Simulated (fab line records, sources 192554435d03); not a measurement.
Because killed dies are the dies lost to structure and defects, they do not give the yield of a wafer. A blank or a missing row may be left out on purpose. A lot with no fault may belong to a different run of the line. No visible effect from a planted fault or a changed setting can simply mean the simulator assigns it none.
Lot-split experiment :: flow n5_finfet :: 7 lots, 21 wafers read, on a route of 1938 steps

== THE SPLIT ITSELF ==
At N5_BEOL_M2_ALD_98 (deposits SiO2, target thk 2.5 nm, pulse time 1 s, co reactant pulse time 1 s), the setting ald_cycles was moved away from the recipe's 17 on 6 of the 21 wafers read, by -17.6% to +11.8%. For the rest of the wafers, this setting stayed at what the recipe calls for.

Reading taken at the split's own step.

== THE READING ==
SiO2_of_BEOL_M2_ALD_98.thk_nm (the simulator's own value, which no gauge read), in nm, at N5_BEOL_M2_ALD_98 (deposits SiO2, target thk 2.5 nm, pulse time 1 s, co reactant pulse time 1 s). No usual value for it is given in the file. The 15 wafers here that ran the recipe average 2.5 nm, standard deviation 0.088 nm.

wafer: L074.1
tool, chamber at the split: ald_sin-02, 1,0
ald_cycles as run: 17
against the recipe: recipe
SiO2_of_BEOL_M2_ALD_98.thk_nm, nm: 2.4
against lot-mates on the recipe: -

wafer: L074.3
tool, chamber at the split: ald_sin-02, 1,0
ald_cycles as run: 17
against the recipe: recipe
SiO2_of_BEOL_M2_ALD_98.thk_nm, nm: 2.4
against lot-mates on the recipe: -

wafer: L074.5
tool, chamber at the split: ald_sin-02, 1
ald_cycles as run: 14
against the recipe: -17.6%
SiO2_of_BEOL_M2_ALD_98.thk_nm, nm: 2
against lot-mates on the recipe: -0.4

wafer: L083.2
tool, chamber at the split: ald_sin-04, 0
ald_cycles as run: 17
against the recipe: recipe
SiO2_of_BEOL_M2_ALD_98.thk_nm, nm: 2.4
against lot-mates on the recipe: -

wafer: L083.4
tool, chamber at the split: ald_sin-04, 1
ald_cycles as run: 19
against the recipe: +11.8%
SiO2_of_BEOL_M2_ALD_98.thk_nm, nm: 2.8
against lot-mates on the recipe: +0.4

wafer: L083.5
tool, chamber at the split: ald_sin-04, 1
ald_cycles as run: 19
against the recipe: +11.8%
SiO2_of_BEOL_M2_ALD_98.thk_nm, nm: 2.8
against lot-mates on the recipe: +0.4

wafer: L086.4
tool, chamber at the split: ald_sin-02, 0,2
ald_cycles as run: 17
against the recipe: recipe
SiO2_of_BEOL_M2_ALD_98.thk_nm, nm: 2.4
against lot-mates on the recipe: -

wafer: L086.6
tool, chamber at the split: ald_sin-02, 0,2
ald_cycles as run: 17
against the recipe: recipe
SiO2_of_BEOL_M2_ALD_98.thk_nm, nm: 2.4
against lot-mates on the recipe: -

wafer: L086.5
tool, chamber at the split: ald_sin-02, 3
ald_cycles as run: 16
against the recipe: -5.9%
SiO2_of_BEOL_M2_ALD_98.thk_nm, nm: 2.4
against lot-mates on the recipe: +0.0

wafer: L087.2
tool, chamber at the split: ald_sin-02, 2
ald_cycles as run: 18
against the recipe: +5.9%
SiO2_of_BEOL_M2_ALD_98.thk_nm, nm: 2.6
against lot-mates on the recipe: +0.2

wafer: L087.3
tool, chamber at the split: ald_sin-02, 1,0
ald_cycles as run: 17
against the recipe: recipe
SiO2_of_BEOL_M2_ALD_98.thk_nm, nm: 2.4
against lot-mates on the recipe: -

wafer: L087.5
tool, chamber at the split: ald_sin-02, 1,0
ald_cycles as run: 17
against the recipe: recipe
SiO2_of_BEOL_M2_ALD_98.thk_nm, nm: 2.4
against lot-mates on the recipe: -

wafer: L091.1
tool, chamber at the split: ald_sin-02, 3
ald_cycles as run: 17
against the recipe: recipe
SiO2_of_BEOL_M2_ALD_98.thk_nm, nm: 2.4
against lot-mates on the recipe: -

wafer: L091.3
tool, chamber at the split: ald_sin-02, 2,0
ald_cycles as run: 17
against the recipe: recipe
SiO2_of_BEOL_M2_ALD_98.thk_nm, nm: 2.6
against lot-mates on the recipe: -

wafer: L091.4
tool, chamber at the split: ald_sin-02, 2,0
ald_cycles as run: 17
against the recipe: recipe
SiO2_of_BEOL_M2_ALD_98.thk_nm, nm: 2.6
against lot-mates on the recipe: -

wafer: L093.2
tool, chamber at the split: ald_sin-04, 0
ald_cycles as run: 17
against the recipe: recipe
SiO2_of_BEOL_M2_ALD_98.thk_nm, nm: 2.4
against lot-mates on the recipe: -

wafer: L093.5
tool, chamber at the split: ald_sin-04, 3
ald_cycles as run: 14
against the recipe: -17.6%
SiO2_of_BEOL_M2_ALD_98.thk_nm, nm: 2
against lot-mates on the recipe: -0.5

wafer: L093.6
tool, chamber at the split: ald_sin-04, 2
ald_cycles as run: 17
against the recipe: recipe
SiO2_of_BEOL_M2_ALD_98.thk_nm, nm: 2.6
against lot-mates on the recipe: -

wafer: L097.1
tool, chamber at the split: ald_sin-01, 2
ald_cycles as run: 17
against the recipe: recipe
SiO2_of_BEOL_M2_ALD_98.thk_nm, nm: 2.6
against lot-mates on the recipe: -

wafer: L097.2
tool, chamber at the split: ald_sin-01, 3
ald_cycles as run: 17
against the recipe: recipe
SiO2_of_BEOL_M2_ALD_98.thk_nm, nm: 2.4
against lot-mates on the recipe: -

wafer: L097.6
tool, chamber at the split: ald_sin-01, 3
ald_cycles as run: 17
against the recipe: recipe
SiO2_of_BEOL_M2_ALD_98.thk_nm, nm: 2.4
against lot-mates on the recipe: -
Rows listing several chambers each stand for several wafers; the file does not say which wafer went through which chamber.

THE FIT
A straight line over all 21 wafers: SiO2_of_BEOL_M2_ALD_98.thk_nm changes by +0.0263 nm for each +1% of ald_cycles; r = +0.92; the points scatter about the line by 0.082 nm.
The same after taking each lot's own level away (the mean of its wafers on the recipe; 21 wafers): +0.0276 nm for each +1%; r = +0.93; scatter 0.077 nm.
Per that fit: largest ald_cycles move, reading shift of 0.49 nm.
Across the lots, their own levels run from 2.40 to 2.53 nm, a range of 1.5 times the standard deviation given above.
Consequently the slope shifts little with the lot-to-lot level, the two slopes agreeing.
Check: with one of the wafers moved furthest among these (-17.6%) left out of the fit, the line predicts -0.502 nm for it against its lot-mates. Against them it came out at -0.4 nm.

== FURTHER SPLITS ON THESE WAFERS ==
These wafers also went through other splits before the reading. Each is held against what the fit with the lots' levels taken away leaves over:
other split on the same wafers: N5_BEOL_M1_COAT_61 spin_rpm
wafers away from the commonest value: 6
r with SiO2_of_BEOL_M2_ALD_98.thk_nm (lot level and that fit taken away): +0.04

other split on the same wafers: N5_BEOL_M2_COAT_22 spin_rpm
wafers away from the commonest value: 6
r with SiO2_of_BEOL_M2_ALD_98.thk_nm (lot level and that fit taken away): -0.25

== THE FILE'S OWN FIT ==
SiO2_of_BEOL_M2_ALD_98.thk_nm changes by +0.0262 nm for each +1% of ald_cycles, r = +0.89.
